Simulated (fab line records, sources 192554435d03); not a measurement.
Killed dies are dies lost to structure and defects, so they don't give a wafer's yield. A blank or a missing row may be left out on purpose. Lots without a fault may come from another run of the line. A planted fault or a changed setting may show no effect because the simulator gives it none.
Split-lot experiment | flow n5_finfet | 7 lots, 39 wafers read, on a route of 1938 steps

THE SPLIT
At N5_PASSIVATION_DEVELOP_43 (develop time 60 s), the setting develop_time_s was moved away from the recipe's 60 s on 9 of the 39 wafers read, by -54.5% to +44.8%. The other wafers ran this setting at the recipe's value.

FROM THE SPLIT TO THE READING: what the file shows between them, 1 step
- N5_PASSIVATION_HARDBAKE_45: time 120 s

THE READING
cd_nm, in nm, at N5_PASSIVATION_CD_MEAS_44 (target cd 40000 nm). Fault-free wafers of this fab line usually give 40001 nm, standard deviation 5.1 nm.

wafer  | tool, chamber at the split | develop_time_s as run, s | against the recipe | cd_nm, nm | against lot-mates on the recipe
L076.3 | litho_track-02, 0          | 60                       | recipe             | 40000     | -
L076.4 | litho_track-02, 0          | 60                       | recipe             | 40002     | -
L076.5 | litho_track-02, 0          | 60                       | recipe             | 40000     | -
L079.1 | litho_track-02, 0          | 60                       | recipe             | 40005     | -
L079.2 | litho_track-02, 0          | 60                       | recipe             | 39998     | -
L079.3 | litho_track-02, 0          | 60                       | recipe             | 39999     | -
L079.4 | litho_track-02, 0          | 60                       | recipe             | 40003     | -
L079.5 | litho_track-02, 0          | 60                       | recipe             | 40004     | -
L079.6 | litho_track-02, 0          | 60                       | recipe             | 39996     | -
L081.1 | litho_track-02, 0          | 60                       | recipe             | 39998     | -
L081.2 | litho_track-02, 0          | 60                       | recipe             | 39999     | -
L081.3 | litho_track-02, 0          | 60                       | recipe             | 40001     | -
L081.4 | litho_track-02, 0          | 60                       | recipe             | 39998     | -
L081.5 | litho_track-02, 0          | 60                       | recipe             | 39999     | -
L081.6 | litho_track-02, 0          | 60                       | recipe             | 40000     | -
L091.1 | litho_track-05, 0          | 60                       | recipe             | 40006     | -
L091.2 | litho_track-05, 0          | 60                       | recipe             | 40010     | -
L091.3 | litho_track-05, 0          | 29                       | -51.7%             | 39969     | -36
L091.4 | litho_track-05, 0          | 29                       | -51.7%             | 39966     | -39
L091.5 | litho_track-05, 0          | 29                       | -51.7%             | 39972     | -33
L091.6 | litho_track-05, 0          | 60                       | recipe             | 40000     | -
L092.1 | litho_track-04, 0          | 60                       | recipe             | 39996     | -
L092.2 | litho_track-04, 0          | 60                       | recipe             | 40003     | -
L092.3 | litho_track-04, 0          | 60                       | recipe             | 40004     | -
L092.4 | litho_track-04, 0          | 60                       | recipe             | 40010     | -
L092.5 | litho_track-04, 0          | 60                       | recipe             | 39998     | -
L092.6 | litho_track-04, 0          | 60                       | recipe             | 40001     | -
L094.1 | litho_track-02, 0          | 86.91                    | +44.8%             | 40017     | +17
L094.2 | litho_track-02, 0          | 60                       | recipe             | 40000     | -
L094.3 | litho_track-02, 0          | 60                       | recipe             | 39998     | -
L094.4 | litho_track-02, 0          | 60                       | recipe             | 40003     | -
L094.5 | litho_track-02, 0          | 86.91                    | +44.8%             | 40015     | +15
L094.6 | litho_track-02, 0          | 86.91                    | +44.8%             | 40013     | +13
L095.1 | litho_track-02, 0          | 27.32                    | -54.5%             | 39969     | -35
L095.2 | litho_track-02, 0          | 60                       | recipe             | 40004     | -
L095.3 | litho_track-02, 0          | 60                       | recipe             | 40004     | -
L095.4 | litho_track-02, 0          | 27.32                    | -54.5%             | 39969     | -35
L095.5 | litho_track-02, 0          | 27.32                    | -54.5%             | 39967     | -37
L095.6 | litho_track-02, 0          | 60                       | recipe             | 40004     | -

THE FIT
A straight line over all 39 wafers: cd_nm changes by +0.522 nm for each +1% of develop_time_s; r = +0.94; the points scatter about the line by 4.5 nm.
The same after taking each lot's own level away (the mean of its wafers on the recipe; 39 wafers): +0.572 nm for each +1%; r = +0.95; scatter 4.5 nm.
On that fit, the largest move of develop_time_s shifts the reading by 31 nm.
The lots' own levels span 39999.2 to 40005.3 nm, that is 1.2 times the standard deviation above.
So the lot-to-lot level changes the slope little: the two slopes agree.
Check: with one of the wafers moved furthest among these (-54.5%) left out of the fit, the line predicts -32.5 nm for it against its lot-mates. It came out at -35 nm against them.

OTHER SPLITS ON THESE WAFERS
These wafers also went through other splits before the reading. Each is held against what the fit with the lots' levels taken away leaves over:
other split on the same wafers | wafers away from the commonest value | r with cd_nm (lot level and that fit taken away)
N5_BEOL_M14_ETCH_59 time_s     | 15                                   | -0.17

THE FILE'S OWN FIT
cd_nm changes by +0.585 nm for each +1% of develop_time_s, r = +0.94.
